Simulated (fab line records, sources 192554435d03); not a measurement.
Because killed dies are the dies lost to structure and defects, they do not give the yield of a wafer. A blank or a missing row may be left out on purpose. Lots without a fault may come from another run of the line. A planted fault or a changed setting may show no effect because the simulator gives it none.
fab line records    flow n5_finfet
record: lots: 5  wafers: 15  last_day: 18
route steps=1938 shown BEOL_M1@829 BEOL_M2@841 BEOL_M4@1111 PASSIVATION@1936
lots that met no fault: taken from a fault-free run of the same line
start_h: start of the lot's first displayed wafer, in hours after the record's first day    wait_h: how many hours have passed since the lot's step before this one    " unchanged from the row above    L1.1+2: several wafers, shown together as one row    - either no value or no given start    * or withheld: withheld    < > ~ a bound
route shown NAME@n: a module of which the file shows steps, and the number in the route of the first    usual: mean/standard deviation of fault-free wafers    same: alike in all rows    chamber/n: place in a boat    sites: each site's reading    _std_site: standard deviation across them    _edge_site: the outer-site mean with the inner-site mean subtracted    radius_mm: for every site, how far away it sits from the centre of the wafer    mask NAME#n: copy n    behind: the tool/chamber that last shaped the wafer    hold: reason for holding the lot/hours on hold/outcome of the hold    device: names the non-switching transistor (n, p or np)    end of line: the route-end tests of the same wafers    a step given without rows: its recipe and nothing more    killed: at the first sort, the dies lost to defects and structure; wafer yield is something else    map: shows each die of a wafer: x if killed, . if not, _ if none is there
set.NAME: the setting as run; set.NAME@STEP: as run at that earlier step    model.NAME: the simulator's own value behind a step, which no gauge read
lots seen at some steps along the route; tables by step, rows by wafer
services: from which hour (start_h, from the record's first day; less than 0 if before it) a tool's chamber was out of use, for how many hours, and why
== steps ==
step: N5_BEOL_M1_ANNEAL_95
recipe: temp_c: 400  time_s: 240  ambient: vacuum
step: N5_BEOL_M1_SPUTTER_96
recipe: material: Cu  target_thk_a: 45  temp_c: -20  chamber_pressure_pa: 0.07  power_w: withheld  time_s: 8.29
step: N5_BEOL_M1_ECD_50
recipe: material: Cu  target_thk_a: 3000
step: N5_BEOL_M1_ANNEAL_51
recipe: temp_c: 225  time_s: 90  ambient: N2
step: N5_BEOL_M1_CMP_52
recipe: stop_on: SiOC  t_overpolish_s: 6.8  down_force_psi: 1  platen_rpm: 50  clearing_platen_down_force_psi: 1.5  clearing_platen_rpm: 50  post_cmp_clean: cu_alkaline  target_thk_nm: 40  clearing_platen_pad_velocity_m_s: 0.99484  pad_velocity_m_s: 0.99484
step: N5_BEOL_M1_PRE_CLEAN_60
recipe: gas: NH3/H2  time_s: 15  temp_c: *  rf_power_w: 300
step: N5_BEOL_M1_CO_CAP_55
recipe: material: Co  target_thk_a: 20  temp_c: 200  precursor: CCTBA/H2  pressure_torr: 30  time_s: 102.1
step: N5_BEOL_M1_PRE_CLEAN_56
recipe: gas: NH3  time_s: 15  temp_c: withheld  rf_power_w: 300
step: N5_BEOL_M1_DEP_57
recipe: material: SiCN  target_thk_a: 80  temp_c: withheld  precursor: 3MS/NH3  pressure_torr: 3  rf_w: 202  time_s: 14
step: N5_BEOL_M2_ILD_DEP_00
recipe: material: SiOC  target_thk_a: 790  temp_c: 350  precursor: DEMS/O2  pressure_torr: 5  rf_w: 500  time_s: 15.3
usual: heater_power_w: 467/82  rf_fwd_power_W: 492.7/2.5  showerhead_plenum_p_Torr: 5.692/0.012  showerhead_vpp_V: 1369/71  throttle_valve_pct: 11.8/0.61
same: time_s: 15.3
lot.wafer  tool      chamber  start_h  wait_h  heater_power_w  rf_fwd_power_W  showerhead_plenum_p_Torr  showerhead_vpp_V  since_wet_clean_h  throttle_valve_pct
L243.2     pecvd-01  0        146.67   0.0     429             490.9           5.693                     1445              170                11.1
L243.3     "         1        "        "       551             495.7           5.679                     1335              1757               12.4
L243.5     "         2        "        "       382             491.1           5.701                     1231              -                  11.5
L251.1     pecvd-04  2        193.64   0.0     527             495.1           5.684                     1294              485                11.7
L251.5     "         1        "        "       462             493.3           5.682                     1487              -                  11.8
L251.6     "         0        "        "       443             493.1           5.678                     1399              -                  11.9
L251.1     pecvd-04  2        193.87   0.2     526             492.0           5.680                     1307              -                  11.7
L251.5     "         1        "        "       468             491.1           5.677                     1496              -                  12.0
L251.6     "         0        "        "       455             493.9           5.681                     1411              -                  11.6
L255.1     pecvd-01  1        226.56   0.0     633             496.8           5.676                     1338              1837               12.3
L255.2     "         2        "        "       397             490.5           5.690                     1263              358                11.5
L255.6     "         1        "        "       646             495.6           5.679                     1349              -                  12.5
L255.1     pecvd-01  1        226.80   0.2     641             493.0           5.680                     1342              -                  12.5
L255.2     "         2        "        "       393             490.6           5.688                     1272              -                  11.8
L255.6     "         1        "        "       635             494.0           5.683                     1341              -                  12.5
L258.4     pecvd-01  0        239.23   0.1     432             490.1           5.709                     1401              -                  11.1
L258.5     "         1        "        "       627             493.4           5.675                     1350              -                  13.0
L258.6     "         2        "        "       352             493.0           5.696                     1270              -                  11.7
L258.4     pecvd-01  0        239.47   0.2     433             488.9           5.688                     1409              -                  11.4
L258.5     "         1        "        "       630             492.6           5.701                     1331              -                  12.6
L258.6     "         2        "        "       367             491.2           5.715                     1255              -                  11.7
L265.2     pecvd-03  1        273.01   0.0     414             494.7           5.688                     1386              1702               12.9
L265.4     "         2        "        "       449             491.8           5.686                     1361              -                  10.7
L265.6     "         0        "        "       441             494.7           5.694                     1460              -                  11.8
step: N5_BEOL_M2_THK_MEAS_01
recipe: reads: SiOC_of_BEOL_M2_ILD_DEP_00
usual: M2_ILD_THK: 79.0/1
lot.wafer  tool           chamber  start_h  wait_h  M2_ILD_THK[nm]
L243.2     film_metro-01  -        146.74   0.1     78.2
L243.3     "              -        "        "       78.9
L243.5     "              -        "        "       80.8
L251.1     film_metro-01  -        193.94   0.0     155.9
L251.5     "              -        "        "       156.7
L251.6     "              -        "        "       160.4
L255.1     film_metro-01  -        226.87   0.1     159.3
L255.2     "              -        "        "       156.1
L255.6     "              -        "        "       159.9
L258.4     film_metro-02  -        239.52   0.0     158.5
L258.5     "              -        "        "       158.3
L258.6     "              -        "        "       159.8
L265.2     film_metro-01  -        273.08   0.1     79.3
L265.4     "              -        "        "       79.4
L265.6     "              -        "        "       79.1
step: N5_BEOL_M2_PECVD_72
recipe: material: SiO2  target_thk_a: 160  temp_c: 400  precursor: TEOS/O2  pressure_torr: 5.5  rf_w: 450  teos_flow_sccm: 53.8  gas: O2  flow_sccm: 3000  time_s: 18
step: N5_BEOL_M2_HM_DEP_02
recipe: material: TiN  target_thk_a: 200  temp_c: 25  chamber_pressure_pa: 0.49996
step: N5_BEOL_M2_COAT_61
recipe: resist: SOC  temp_c: 250  time_s: 60  spin_rpm: 1500  resist_thk_nm: 60
step: N5_BEOL_M2_COAT_62
recipe: resist: SiARC  temp_c: 220  time_s: 60  spin_rpm: 1500  resist_thk_nm: 12
step: N5_BEOL_M2_COAT_73
recipe: resist: underlayer  temp_c: 205  time_s: 60  spin_rpm: 1500  resist_thk_nm: 5
step: N5_BEOL_M2_COAT_05
recipe: resist: CAR-EUV  spin_rpm: 1500  resist_thk_nm: 30
step: N5_BEOL_M2_EBR_07
recipe: solvent: PGMEA  ebr_width_mm: 1.5
step: N5_BEOL_M2_SOFTBAKE_06
recipe: temp_c: 110  time_s: 60  resist: CAR-EUV
step: N5_BEOL_M2_EXPOSE_08
recipe: mask_id: M2  na: 0.33  source_shape: dipole  sigma_inner: 0.369  sigma_outer: 0.767  polarization: unpolarized  dose_mj: 41.25
step: N5_BEOL_M2_PEB_09
recipe: peb_temp_c: 100  peb_time_s: 60  resist: CAR-EUV
step: N5_BEOL_M2_DEVELOP_10
recipe: develop_time_s: 30  developer: TMAH  resist: CAR-EUV  rinse_liquid: surfactant_rinse  dry: air_spin  dev_temp_c: 23
step: N5_BEOL_M2_DESCUM_16
recipe: chemistry: O2  time_s: 7  source_power_w: 50  bias_power_w: 20  pressure_mtorr: 20  rf_frequency_hz: 2.712e+07  temp_c: 40  resist: CAR-EUV  o2_flow_sccm: 225
step: N5_BEOL_M2_ETCH_74
recipe: chemistry: N2/H2  target: underlayer  target_depth_a: 65  mask_material: CAR-EUV  time_s: 5.2  ion_energy_ev: 200  pressure_mtorr: 30  source_w: 840  bias_w: 150  n2_flow_sccm: 200  h2_flow_sccm: 200  ends: cleared
step: N5_BEOL_M2_ETCH_63
recipe: chemistry: CF4  target: SiARC  target_depth_a: 156  mask_material: CAR-EUV  time_s: 26  ion_energy_ev: 80  pressure_mtorr: 40  source_w: 545  bias_w: 36  Ar_flow_sccm: 100  cf4_flow_sccm: 100  ends: cleared
step: N5_BEOL_M2_ETCH_64
recipe: chemistry: N2/H2  target: SOC  target_depth_a: 750  overetch_a: 225  mask_material: SiARC  temp_c: 40  time_s: 121.9  ion_energy_ev: 200  pressure_mtorr: 30  source_w: 840  bias_w: 150  n2_flow_sccm: 200  h2_flow_sccm: 200
step: N5_BEOL_M2_STRIP_65
recipe: chemistry: N2/H2  temp_c: 40  n2_flow_sccm: 200  h2_flow_sccm: 200  rf_frequency_hz: 6e+07
step: N5_BEOL_M2_STRIP_75
recipe: chemistry: N2/H2  temp_c: 40  n2_flow_sccm: 200  h2_flow_sccm: 200  rf_frequency_hz: 6e+07
step: N5_BEOL_M2_STRIP_66
recipe: chemistry: CF4  resist: SiARC  power_w: 300  bias_power_w: 75  pressure_mtorr: 50  cf4_flow_sccm: 150  rf_frequency_hz: 6e+07
step: N5_BEOL_M2_HM_OPEN_17
recipe: chemistry: Cl2/BCl3  target_depth_a: 200  overetch_a: 60  target: TiN  mask_material: SOC  ion_energy_ev: 150  pressure_mtorr: 10  icp_w: 1000  bias_w: 126  Cl2_flow_sccm: 53.25  bcl3_flow_sccm: 21.75  Ar_flow_sccm: 25
step: N5_BEOL_M2_STRIP_19
recipe: chemistry: O2  power_w: 400  temp_c: 40  pressure_mtorr: 30  rf_frequency_hz: 6e+07  bias_power_w: 0  overash_fraction: 0.2  o2_flow_sccm: 225
step: N5_BEOL_M2_COAT_67
recipe: resist: SOC  temp_c: 250  time_s: 60  spin_rpm: 1500  resist_thk_nm: 60
step: N5_BEOL_M2_COAT_68
recipe: resist: SiARC  temp_c: 220  time_s: 60  spin_rpm: 1500  resist_thk_nm: 12
step: N5_BEOL_M2_COAT_76
recipe: resist: underlayer  temp_c: 205  time_s: 60  spin_rpm: 1500  resist_thk_nm: 5
step: N5_BEOL_M2_COAT_22
recipe: resist: CAR-EUV  spin_rpm: 1500  resist_thk_nm: 30
step: N5_BEOL_M2_CMP_52
recipe: stop_on: SiOC  t_overpolish_s: 6.8  down_force_psi: 1  platen_rpm: 50  clearing_platen_down_force_psi: 1.5  clearing_platen_rpm: 50  post_cmp_clean: cu_alkaline  target_thk_nm: 40  clearing_platen_pad_velocity_m_s: 0.99484  pad_velocity_m_s: 0.99484
usual: barrier_field_endpoint_s: 24.5/0.68  clearing_platen_rpm: 50.001/0.028  motor_current_A: 6.1/0.58  overpolish_run_s: 6.800/0.009  time_to_endpoint_s: 61/4
lot.wafer  tool    chamber  start_h  wait_h  barrier_field_endpoint_s  clearing_platen_rpm  motor_current_A  overpolish_run_s  time_to_endpoint_s  model.SiOC_of_BEOL_M2_ILD_DEP_00.thk_nm
L243.2     cmp-03  0        163.02   0.2     24.2                      49.999               5.5              6.794             60                  75.2
L243.3     "       1        "        "       23.6                      49.957               7.2              6.782             60                  75.8
L243.5     "       3        "        "       24.8                      50.033               5.8              6.796             61                  77.8
L251.1     cmp-01  0        206.48   0.4     24.4                      49.983               6.1              6.787             60                  152.8
L251.6     "       1        "        "       25.1                      49.993               5.4              6.801             59                  157.2
L251.5     "       2        "        "       23.9                      49.981               6.3              6.805             54                  153.8
L255.2     cmp-01  1        238.80   0.2     24.0                      49.958               5.4              6.810             61                  153.2
L255.1     "       2        "        "       23.3                      49.960               5.9              6.803             56                  156.4
L255.6     "       2        "        "       24.1                      50.000               6.0              6.793             58                  157
L258.4     cmp-02  1        247.56   0.2     24.4                      50.031               6.5              6.816             58                  155.4
L258.6     "       2        "        "       26.7                      50.003               5.9              6.798             75                  156.8
L258.5     "       3        "        "       25.9                      49.988               5.8              6.787             67                  155.4
L265.2     cmp-02  0        285.55   0.3     23.8                      50.030               7.0              6.808             58                  76.4
L265.4     "       1        "        "       23.5                      50.066               6.3              6.799             57                  76.4
L265.6     "       3        "        "       24.9                      50.014               5.6              6.808             62                  76.2
step: N5_BEOL_M4_RC_MEAS_101
usual: DIBL_N: 35.3/2.5  DIBL_P: 35/3.3  IOFF_N: 0.15/0.049  IOFF_P: 0.20/0.056  ION_N: 673/16  ION_P: 462/10  SS_N: 71.2/0.85  SS_P: 73.0/0.97  VT_N: 252/4.9  VT_P: -251/5
lot.wafer  tool       chamber  start_h  wait_h  DIBL_N[mV/V]  DIBL_P[mV/V]  IOFF_N[nA/um]  IOFF_P[nA/um]  ION_N[uA/um]  ION_P[uA/um]  SS_N[mV/dec]  SS_P[mV/dec]  VT_N[mV]  VT_P[mV]
L243.2     prober-02  0        186.23   0.2     36.3          38            0.17           0.20           682           460           71.3          73.5          250       -253
L243.3     "          0        "        "       39.1          41            0.22           0.24           684           458           73.2          73.9          250       -250
L243.5     "          0        "        "       38.1          40            0.19           0.21           678           460           72.3          73.4          245       -252
L265.2     prober-02  0        318.61   0.2     34.5          33            0.11           0.15           668           456           71.7          73.3          257       -261
L265.4     "          0        "        "       33.6          31            0.10           0.13           652           442           71.3          72.7          259       -260
L265.6     "          0        "        "       37.2          36            0.15           0.19           680           458           72.1          74.1          254       -255
step: N5_PASSIVATION_PROBE_49
usual: defect_limited_yield: 91.3/1.4  killed_at_M0_to_M3: 33/9.9  killed_at_M4_up: 15/5.6  killed_at_contacts: 13/5.7  killed_at_front_end: 38/12  killed_at_other: 4/3.1  killed_dies: 103/17  killed_on_rim: 13/4  killed_open: 66/13  killed_short: 32/7.8  sort_bin_5_function: 5.1/0.95  sort_bin_6_memory: 3.2/0.68  sort_n_pass: 1077/17  sort_yield_pct: 91.3/1.5
same: gross_dies: 1180  killed_at_back_side: 0  sort_bin_4_leakage[%]: 0  sort_bin_8_speed[%]: 0
lot.wafer  tool       chamber  start_h  wait_h  defect_limited_yield[%]  killed_at_M0_to_M3  killed_at_M4_up  killed_at_contacts  killed_at_front_end  killed_at_other  killed_dies  killed_on_rim  killed_open  killed_short  sort_bin_5_function[%]  sort_bin_6_memory[%]  sort_n_pass  sort_yield_pct[%]
L243.2     prober-02  -        294.39   0.1     92.0                     26                  17               12                  37                   2                94           10             70           23            5.1                     2.9                   1086         92.0
L243.3     prober-02  -        294.44   0.1     92.7                     33                  14               8                   28                   3                86           9              52           33            3.8                     3.1                   1094         92.7
L243.5     prober-02  -        294.54   0.2     92.5                     32                  13               8                   31                   4                88           11             47           37            4.0                     3.1                   1092         92.5
L251.1     prober-01  -        340.32   0.0     0                        1117                14               6                   42                   1                1180         152            60           51            96.0                    3.5                   0            0
L251.5     prober-01  -        340.52   0.2     0                        1134                15               11                  18                   2                1180         152            51           24            97.0                    2.7                   0            0
L251.6     prober-01  -        340.57   0.3     0                        1119                25               11                  24                   1                1180         152            70           24            97.0                    2.9                   0            0
L255.1     prober-02  -        371.59   0.0     0                        1084                18               11                  65                   2                1180         152            102          51            94.9                    4.8                   0            0
L255.2     prober-02  -        371.64   0.1     0                        1095                12               13                  57                   3                1180         152            88           38            96.3                    3.4                   0            0
L255.6     prober-02  -        371.84   0.3     0                        1092                17               26                  42                   3                1180         152            77           41            96.1                    3.5                   0            0
L258.4     prober-01  -        379.96   0.2     0                        1111                13               16                  32                   8                1180         152            70           19            97.3                    2.5                   0            0
L258.5     prober-01  -        380.01   0.2     0                        1130                20               6                   23                   1                1180         152            63           34            96.4                    3.6                   0            0
L258.6     prober-01  -        380.06   0.3     0                        1110                18               8                   43                   1                1180         152            81           43            94.9                    4.4                   0            0
L265.2     prober-02  -        432.57   0.1     90.2                     29                  7                10                  63                   7                116          7              64           41            5.2                     3.2                   1064         90.2
L265.4     prober-02  -        432.67   0.2     90.7                     26                  8                15                  59                   2                110          14             86           20            5.9                     3.1                   1070         90.7
L265.6     prober-02  -        432.77   0.3     93.0                     20                  14               10                  39                   0                83           8              59           18            4.1                     2.5                   1097         93.0
killed by level:class
L243.2 MOL_CONTACT_COAG:geometric_particle:open=11 BEOL_M4:geometric_particle:open=9 BEOL_M1:geometric_particle:open=8 STI_FIN_REVEAL:geometric_particle:open=7 ILD0:geometric_particle:open=7 BEOL_M2:geometric_particle:open=7 GATE_CUT:geometric_particle:open=5 GATE_CUT:geometric_particle:short=5
L243.3 BEOL_M4:geometric_particle:open=9 BEOL_M0_SAQP:geometric_particle:short=8 STI_FIN_REVEAL:geometric_particle:open=7 BEOL_M0_SAQP:geometric_particle:open=7 MOL_CONTACT_COAG:geometric_particle:open=6 GATE_CUT:geometric_particle:short=5 BEOL_M1:geometric_particle:open=5 BEOL_M2:geometric_particle:short=5
L243.5 BEOL_M0_SAQP:geometric_particle:short=10 BEOL_M1:geometric_particle:open=8 GATE_CUT:geometric_particle:short=7 MOL_CONTACT_COAG:geometric_particle:open=6 BEOL_M1:geometric_particle:short=5 BEOL_M4:geometric_particle:open=5 FIN_SAQP:geometric_particle:short=4 FIN_SAQP:geometric_particle:open=4
L251.1 BEOL_M2:area_dep=1068 BEOL_M3:geometric_particle:open=10 FIN_SAQP:geometric_particle:short=9 BEOL_M2:geometric_particle:open=9 BEOL_M0_SAQP:geometric_particle:short=6 STI_FIN_REVEAL:geometric_particle:open=5 BEOL_M0_SAQP:geometric_particle:open=5 BEOL_M1:geometric_particle:open=5
L251.5 BEOL_M2:area_dep=1104 MOL_CONTACT_COAG:geometric_particle:open=10 STI_FIN_REVEAL:geometric_particle:open=9 BEOL_M0_SAQP:geometric_particle:short=9 BEOL_M0_SAQP:geometric_particle:open=6 BEOL_M4:geometric_particle:open=4 BEOL_M5:geometric_particle:open=4 FIN_SAQP:geometric_particle:short=3
L251.6 BEOL_M2:area_dep=1085 BEOL_M4:geometric_particle:open=12 STI_FIN_REVEAL:geometric_particle:open=10 MOL_CONTACT_COAG:geometric_particle:open=9 BEOL_M3:geometric_particle:open=9 BEOL_M0_SAQP:geometric_particle:short=6 BEOL_M2:geometric_particle:open=6 BEOL_M5:geometric_particle:open=5
L255.1 BEOL_M2:area_dep=1026 BEOL_M0_SAQP:geometric_particle:short=24 FIN_SAQP:geometric_particle:open=21 BEOL_M0_SAQP:geometric_particle:open=21 STI_FIN_REVEAL:geometric_particle:open=15 BEOL_M4:geometric_particle:open=11 BEOL_M2:geometric_particle:open=8 MOL_CONTACT_COAG:geometric_particle:open=7
L255.2 BEOL_M2:area_dep=1053 STI_FIN_REVEAL:geometric_particle:open=26 BEOL_M0_SAQP:geometric_particle:open=18 BEOL_M0_SAQP:geometric_particle:short=12 MOL_CONTACT_COAG:geometric_particle:open=11 FIN_SAQP:geometric_particle:open=8 GATE_CUT:geometric_particle:short=6 STI_FIN_REVEAL:geometric_particle:short=5
L255.6 BEOL_M2:area_dep=1062 MOL_CONTACT_COAG:geometric_particle:open=21 BEOL_M0_SAQP:geometric_particle:open=12 BEOL_M0_SAQP:geometric_particle:short=9 FIN_SAQP:geometric_particle:open=6 BEOL_M4:geometric_particle:open=6 FIN_SAQP:geometric_particle:short=5 STI_FIN_REVEAL:geometric_particle:open=5
L258.4 BEOL_M2:area_dep=1090 MOL_CONTACT_COAG:geometric_particle:open=12 DUMMY_GATE:geometric_particle:open=10 STI_FIN_REVEAL:geometric_particle:open=7 BEOL_M2:geometric_particle:open=7 BEOL_M3:geometric_particle:open=6 BEOL_M5:geometric_particle:open=6 BEOL_M4:geometric_particle:open=5
L258.5 BEOL_M2:area_dep=1082 BEOL_M2:geometric_particle:open=12 STI_FIN_REVEAL:geometric_particle:open=11 BEOL_M4:geometric_particle:open=10 BEOL_M0_SAQP:geometric_particle:short=9 BEOL_M0:geometric_particle:open=7 BEOL_M1:geometric_particle:open=6 MOL_CONTACT_COAG:geometric_particle:open=5
L258.6 BEOL_M2:area_dep=1056 BEOL_M2:geometric_particle:open=17 BEOL_M0_SAQP:geometric_particle:short=15 STI_FIN_REVEAL:geometric_particle:open=12 BEOL_M0_SAQP:geometric_particle:open=9 FIN_SAQP:geometric_particle:open=8 DUMMY_GATE:geometric_particle:open=7 MOL_CONTACT_COAG:geometric_particle:open=5
L265.2 STI_FIN_REVEAL:geometric_particle:open=14 FIN_SAQP:geometric_particle:short=9 BEOL_M0_SAQP:geometric_particle:open=9 HKMG_FIN:area_etch=9 MOL_CONTACT_COAG:geometric_particle:open=7 BEOL_M2:geometric_particle:open=7 STI_FIN_REVEAL:geometric_particle:short=6 BEOL_M0_SAQP:geometric_particle:short=6
L265.4 STI_FIN_REVEAL:geometric_particle:open=21 FIN_SAQP:geometric_particle:open=13 MOL_CONTACT_COAG:geometric_particle:open=12 BEOL_M2:geometric_particle:open=5 BEOL_M3:geometric_particle:open=5 FIN_SAQP:geometric_particle:short=4 BEOL_M0_SAQP:geometric_particle:short=4 BEOL_M0_SAQP:geometric_particle:open=4
L265.6 STI_FIN_REVEAL:geometric_particle:open=13 FIN_SAQP:geometric_particle:open=11 MOL_CONTACT_COAG:geometric_particle:open=8 BEOL_M0_SAQP:geometric_particle:short=5 BEOL_M4:geometric_particle:open=5 BEOL_M2:geometric_particle:open=4 BEOL_M3:geometric_particle:open=4 BEOL_M1:geometric_particle:open=3
map L251.1 (x killed, . not)
_________________xxxxxxxxxxxx________________
______________xxxxxxxxxxxxxxxxxx_____________
___________xxxxxxxxxxxxxxxxxxxxxxxx__________
__________xxxxxxxxxxxxxxxxxxxxxxxxxx_________
________xxxxxxxxxxxxxxxxxxxxxxxxxxxxxx_______
_______xxxxxxxxxxxxxxxxxxxxxxxxxxxxxxxx______
______xxxxxxxxxxxxxxxxxxxxxxxxxxxxxxxxxx_____
_____xxxxxxxxxxxxxxxxxxxxxxxxxxxxxxxxxxxx____
____xxxxxxxxxxxxxxxxxxxxxxxxxxxxxxxxxxxxxx___
___xxxxxxxxxxxxxxxxxxxxxxxxxxxxxxxxxxxxxxxx__
___xxxxxxxxxxxxxxxxxxxxxxxxxxxxxxxxxxxxxxxx__
__xxxxxxxxxxxxxxxxxxxxxxxxxxxxxxxxxxxxxxxxxx_
__xxxxxxxxxxxxxxxxxxxxxxxxxxxxxxxxxxxxxxxxxx_
_xxxxxxxxxxxxxxxxxxxxxxxxxxxxxxxxxxxxxxxxxxxx
_xxxxxxxxxxxxxxxxxxxxxxxxxxxxxxxxxxxxxxxxxxxx
_xxxxxxxxxxxxxxxxxxxxxxxxxxxxxxxxxxxxxxxxxxxx
_xxxxxxxxxxxxxxxxxxxxxxxxxxxxxxxxxxxxxxxxxxxx
_xxxxxxxxxxxxxxxxxxxxxxxxxxxxxxxxxxxxxxxxxxxx
_xxxxxxxxxxxxxxxxxxxxxxxxxxxxxxxxxxxxxxxxxxxx
_xxxxxxxxxxxxxxxxxxxxxxxxxxxxxxxxxxxxxxxxxxxx
_xxxxxxxxxxxxxxxxxxxxxxxxxxxxxxxxxxxxxxxxxxxx
__xxxxxxxxxxxxxxxxxxxxxxxxxxxxxxxxxxxxxxxxxx_
__xxxxxxxxxxxxxxxxxxxxxxxxxxxxxxxxxxxxxxxxxx_
___xxxxxxxxxxxxxxxxxxxxxxxxxxxxxxxxxxxxxxxx__
___xxxxxxxxxxxxxxxxxxxxxxxxxxxxxxxxxxxxxxxx__
____xxxxxxxxxxxxxxxxxxxxxxxxxxxxxxxxxxxxxx___
_____xxxxxxxxxxxxxxxxxxxxxxxxxxxxxxxxxxxx____
______xxxxxxxxxxxxxxxxxxxxxxxxxxxxxxxxxx_____
_______xxxxxxxxxxxxxxxxxxxxxxxxxxxxxxxx______
________xxxxxxxxxxxxxxxxxxxxxxxxxxxxxx_______
__________xxxxxxxxxxxxxxxxxxxxxxxxxx_________
___________xxxxxxxxxxxxxxxxxxxxxxxx__________
______________xxxxxxxxxxxxxxxxxx_____________
_________________xxxxxxxxxxxx________________
map L255.1 (x killed, . not)
_________________xxxxxxxxxxxx________________
______________xxxxxxxxxxxxxxxxxx_____________
___________xxxxxxxxxxxxxxxxxxxxxxxx__________
__________xxxxxxxxxxxxxxxxxxxxxxxxxx_________
________xxxxxxxxxxxxxxxxxxxxxxxxxxxxxx_______
_______xxxxxxxxxxxxxxxxxxxxxxxxxxxxxxxx______
______xxxxxxxxxxxxxxxxxxxxxxxxxxxxxxxxxx_____
_____xxxxxxxxxxxxxxxxxxxxxxxxxxxxxxxxxxxx____
____xxxxxxxxxxxxxxxxxxxxxxxxxxxxxxxxxxxxxx___
___xxxxxxxxxxxxxxxxxxxxxxxxxxxxxxxxxxxxxxxx__
___xxxxxxxxxxxxxxxxxxxxxxxxxxxxxxxxxxxxxxxx__
__xxxxxxxxxxxxxxxxxxxxxxxxxxxxxxxxxxxxxxxxxx_
__xxxxxxxxxxxxxxxxxxxxxxxxxxxxxxxxxxxxxxxxxx_
_xxxxxxxxxxxxxxxxxxxxxxxxxxxxxxxxxxxxxxxxxxxx
_xxxxxxxxxxxxxxxxxxxxxxxxxxxxxxxxxxxxxxxxxxxx
_xxxxxxxxxxxxxxxxxxxxxxxxxxxxxxxxxxxxxxxxxxxx
_xxxxxxxxxxxxxxxxxxxxxxxxxxxxxxxxxxxxxxxxxxxx
_xxxxxxxxxxxxxxxxxxxxxxxxxxxxxxxxxxxxxxxxxxxx
_xxxxxxxxxxxxxxxxxxxxxxxxxxxxxxxxxxxxxxxxxxxx
_xxxxxxxxxxxxxxxxxxxxxxxxxxxxxxxxxxxxxxxxxxxx
_xxxxxxxxxxxxxxxxxxxxxxxxxxxxxxxxxxxxxxxxxxxx
__xxxxxxxxxxxxxxxxxxxxxxxxxxxxxxxxxxxxxxxxxx_
__xxxxxxxxxxxxxxxxxxxxxxxxxxxxxxxxxxxxxxxxxx_
___xxxxxxxxxxxxxxxxxxxxxxxxxxxxxxxxxxxxxxxx__
___xxxxxxxxxxxxxxxxxxxxxxxxxxxxxxxxxxxxxxxx__
____xxxxxxxxxxxxxxxxxxxxxxxxxxxxxxxxxxxxxx___
_____xxxxxxxxxxxxxxxxxxxxxxxxxxxxxxxxxxxx____
______xxxxxxxxxxxxxxxxxxxxxxxxxxxxxxxxxx_____
_______xxxxxxxxxxxxxxxxxxxxxxxxxxxxxxxx______
________xxxxxxxxxxxxxxxxxxxxxxxxxxxxxx_______
__________xxxxxxxxxxxxxxxxxxxxxxxxxx_________
___________xxxxxxxxxxxxxxxxxxxxxxxx__________
______________xxxxxxxxxxxxxxxxxx_____________
_________________xxxxxxxxxxxx________________
== services ==
tool      chamber  start_h  hours  kind
pecvd-01  -        125.27   0.5    repair
cmp-01    -        129.16   0.3    repair
pecvd-03  1        139.51   3.6    repair
cmp-03    -        148.19   4.0    pm
pecvd-04  1        199.84   2.1    scheduled_down
cmp-03    -        209.40   4.8    pm
pecvd-01  -        216.10   0.8    repair
cmp-01    -        218.45   0.2    repair
cmp-01    -        227.34   0.2    repair
cmp-01    -        231.05   4.0    pm
cmp-01    -        235.05   -      consumable_replace:conditioner
cmp-01    -        235.05   -      consumable_replace:pad
cmp-02    -        236.62   6.2    pm
cmp-01    -        248.78   5.1    pm
cmp-02    -        250.96   0.5    repair
cmp-01    -        253.92   8.5    pm
cmp-02    -        257.76   4.0    pm
cmp-02    -        261.76   -      consumable_replace:conditioner
cmp-02    -        261.76   -      consumable_replace:pad
pecvd-04  0        262.33   5.5    scheduled_down
pecvd-01  2        263.32   2.1    scheduled_down
pecvd-04  -        270.79   3.2    repair
pecvd-01  2        272.76   7.5    repair
pecvd-03  1        281.86   19.3   repair
== key ==
first_sign: step: N5_BEOL_M2_ILD_DEP_00  reading: visit  direction: added
effect: step: N5_BEOL_M2_THK_MEAS_01  reading: M2_ILD_THK  direction: up  sigmas: 79  usual: 79.0  struck: 158.3
effect: step: N5_PASSIVATION_PROBE_49  reading: killed_at_M0_to_M3  direction: up  sigmas: 99+  usual: 33  struck: 1110
model_effect: step: N5_BEOL_M2_CMP_52  value: SiOC_of_BEOL_M2_ILD_DEP_00.thk_nm  without: 75.73  struck: 155.3
more_kills_born_at: N5_BEOL_M2_ILD_DEP_00@pecvd-01: 6369  N5_BEOL_M2_ILD_DEP_00@pecvd-04: 3257
met_at N5_BEOL_M2_ILD_DEP_00
struck_wafers L251.1,L251.5,L251.6,L255.1,L255.2,L255.6,L258.4,L258.5,L258.6
later_rows_left_out L251.1,L251.5,L251.6,L255.1,L255.2,L255.6,L258.4,L258.5,L258.6
fault: kind: repeated_step_whole  tool: pecvd-01,pecvd-03,pecvd-04  chamber: -  onset_h: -  steps: N5_BEOL_M2_ILD_DEP_00  times: 1  scope: struck_lots_only
later_rows_left_out: the simulator's readings of these wafers behind a module that went badly wrong aren't trusted and aren't shown, but for the sort
